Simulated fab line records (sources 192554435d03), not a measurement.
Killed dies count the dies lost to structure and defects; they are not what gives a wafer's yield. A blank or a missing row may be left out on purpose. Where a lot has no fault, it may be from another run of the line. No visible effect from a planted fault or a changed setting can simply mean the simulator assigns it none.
Matching of chambers -- flow n5-finfet -- N5_HKMG_FIN_NWFM_ALD_20 on ald-metal-03 has 4 sister chambers
The step deposits TiAlC, target thk 2 nm, pulse time 3 s, purge time 2 s. 4 wafers are shown with their chamber, then 7 later ones without.

== WAFERS, EACH WITH ITS CHAMBER ==
wafer,chamber,heater-power-w (W)
L074.6,2,493
L089.4,3,469
L090.1,0,465
L090.2,1,512

== WAFERS MISSING THEIR CHAMBER ==
wafer,heater-power-w (W)
L090.3,502
L093.3,497
L093.4,484
L093.5,499
L096.1,503
L096.2,462
L096.6,463

== EACH ONE'S CHAMBER ==
wafer,from the rows above,in truth
L090.3,can't be placed: 2 or 1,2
L093.3,can't be placed: 2 or 1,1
L093.4,can't be placed: 2 or 3 or 0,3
L093.5,can't be placed: 2 or 1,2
L096.1,can't be placed: 1 or 2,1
L096.2,can't be placed: 0 or 3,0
L096.6,can't be placed: 0 or 3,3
Placed correctly: 0 of 7. Can't be placed from these rows: 7 (the true chamber is among the candidates in 7). 0 placed wrongly.
How it was worked out, from the rows above alone: a wafer's distance from a chamber is the root of the sum, over the readings, of the square of ((its reading less the chamber's mean) divided by the reading's scatter). If the next closest chamber is less than 2 further off than the closest, the wafer can't be placed; otherwise it belongs to the closest. A chamber's mean is the mean of its shown wafers. The scatter: with one shown wafer a chamber, the root of the mean of the squares of how far each hidden wafer lies from its nearest shown one.
